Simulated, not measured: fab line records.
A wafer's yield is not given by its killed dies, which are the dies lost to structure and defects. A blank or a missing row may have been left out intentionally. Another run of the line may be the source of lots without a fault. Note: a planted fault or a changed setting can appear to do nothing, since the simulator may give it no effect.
Chamber matching + flow n5_finfet + 4 sister chambers for N5_HKMG_FIN_STRIP_57 on rie_diel-03
The step strips in CF4. 14 wafers are shown with their chamber, then 7 later ones without.

## WAFERS WITH THEIR CHAMBER
| wafer  | chamber | drypump_motor_current_A (A) | throttle_valve_pct (%) | showerhead_plenum_p_Torr (Torr) |
|--------|---------|-----------------------------|------------------------|---------------------------------|
| L271.1 | 1       | 5.4                         | 13.72                  | 1.83                            |
| L271.2 | 2       | 5.4                         | 13.39                  | 1.80                            |
| L271.6 | 1       | 5.4                         | 13.73                  | 1.83                            |
| L274.3 | 0       | 6.1                         | 13.78                  | 1.79                            |
| L274.4 | 0       | 6.1                         | 13.79                  | 1.79                            |
| L274.6 | 2       | 5.4                         | 13.39                  | 1.80                            |
| L276.2 | 2       | 5.4                         | 13.41                  | 1.79                            |
| L276.3 | 3       | 6.3                         | 13.20                  | 1.76                            |
| L276.5 | 2       | 5.4                         | 13.41                  | 1.79                            |
| L282.1 | 2       | 5.4                         | 13.44                  | 1.79                            |
| L282.3 | 0       | 6.1                         | 13.83                  | 1.78                            |
| L282.5 | 2       | 5.4                         | 13.45                  | 1.79                            |
| L284.3 | 1       | 5.5                         | 13.74                  | 1.83                            |
| L284.4 | 3       | 6.3                         | 13.24                  | 1.76                            |

SIGNATURES (averages over the wafers above)
| reading                  | chamber 0 | chamber 1 | chamber 2 | chamber 3 | scatter within a chamber |
|--------------------------|-----------|-----------|-----------|-----------|--------------------------|
| drypump_motor_current_A  | 6.100     | 5.433     | 5.400     | 6.300     | 0.0258                   |
| throttle_valve_pct       | 13.8000   | 13.7300   | 13.4150   | 13.2200   | 0.0236                   |
| showerhead_plenum_p_Torr | 1.7867    | 1.8300    | 1.7933    | 1.7600    | 0.00447                  |
Rule: for a wafer and a chamber, the distance is found by dividing, reading by reading, the gap between the wafer's reading and the chamber's mean by the reading's scatter, squaring, summing and taking the root. The wafer belongs to the nearest chamber; if the next one is less than 2 further off, it can't be placed. The scatter: take each reading less its chamber's mean, square it, sum over the shown wafers, divide by the number of wafers less the number of chambers, and take the root.

## WAFERS MISSING THEIR CHAMBER
| wafer  | drypump_motor_current_A (A) | throttle_valve_pct (%) | showerhead_plenum_p_Torr (Torr) |
|--------|-----------------------------|------------------------|---------------------------------|
| L284.6 | 5.5                         | 13.75                  | 1.83                            |
| L285.1 | 6.1                         | 13.87                  | 1.78                            |
| L285.4 | 5.5                         | 13.76                  | 1.83                            |
| L285.6 | 5.4                         | 13.46                  | 1.79                            |
| L289.2 | 5.4                         | 13.47                  | 1.79                            |
| L289.5 | 5.4                         | 13.48                  | 1.78                            |
| L289.6 | 6.3                         | 13.26                  | 1.76                            |

## EACH ONE'S CHAMBER
| wafer  | from the rows above | in truth |
|--------|---------------------|----------|
| L284.6 | 1                   | 1        |
| L285.1 | 0                   | 0        |
| L285.4 | 1                   | 1        |
| L285.6 | 2                   | 2        |
| L289.2 | 2                   | 2        |
| L289.5 | 2                   | 2        |
| L289.6 | 3                   | 3        |
Placed correctly: 7 of 7. Number that these rows cannot place: 0. Placed wrongly: 0.
